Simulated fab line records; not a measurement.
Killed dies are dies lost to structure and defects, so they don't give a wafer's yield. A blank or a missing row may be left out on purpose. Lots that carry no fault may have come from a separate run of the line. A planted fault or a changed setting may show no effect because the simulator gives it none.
Matching of chambers	flow nand harc	4 sister chambers for NHARC_A_CHANNEL_FILL_D1_ALD_16 on ald hk-02
The step deposits SiO2, target thk 1.5 nm, pulse time 10 s, ald cycles 15. 8 wafers are shown with their chamber, then 9 later ones without.

## WAFERS PAIRED WITH THEIR CHAMBERS
wafer	chamber	heater power w (W)	precursor pulse height rel
L311.4	3	440	0.969
L311.6	1	411	0.998
L312.4	0	423	0.965
L315.1	0	425	1.023
L315.2	3	451	0.994
L317.1	1	413	0.992
L317.4	2	517	0.989
L317.6	2	504	0.991

## WAFERS WHOSE CHAMBER IS MISSING
wafer	heater power w (W)	precursor pulse height rel
L324.2	426	0.993
L324.4	496	1.025
L324.5	436	1.041
L325.3	446	0.992
L325.4	420	1.007
L325.6	436	1.022
L326.1	456	1.004
L326.3	438	1.018
L326.6	442	1.003

## EACH ONE'S CHAMBER
wafer	from the rows above	in truth
L324.2	can't be placed: 0 or 1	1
L324.4	2	2
L324.5	can't be placed: 0 or 3 or 1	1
L325.3	3	3
L325.4	can't be placed: 0 or 1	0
L325.6	can't be placed: 0 or 3 or 1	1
L326.1	3	3
L326.3	can't be placed: 3 or 0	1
L326.6	can't be placed: 3 or 0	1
Correct placement for 3 of the 9. Not placeable from these rows: 6 (in 4, the candidates include the true chamber). Wrongly placed: 0.
How it was worked out, from the rows above alone: a wafer's distance from a chamber is the root of the sum, over the readings, of the square of ((its reading less the chamber's mean) divided by the reading's scatter). If the next closest chamber is less than 2 further off than the closest, the wafer can't be placed; otherwise it belongs to the closest. Each chamber's mean is taken over the wafers shown for it. The scatter is the square root of a quotient: the sum, over the shown wafers, of each reading's squared deviation from its chamber's mean, divided by wafers minus chambers.
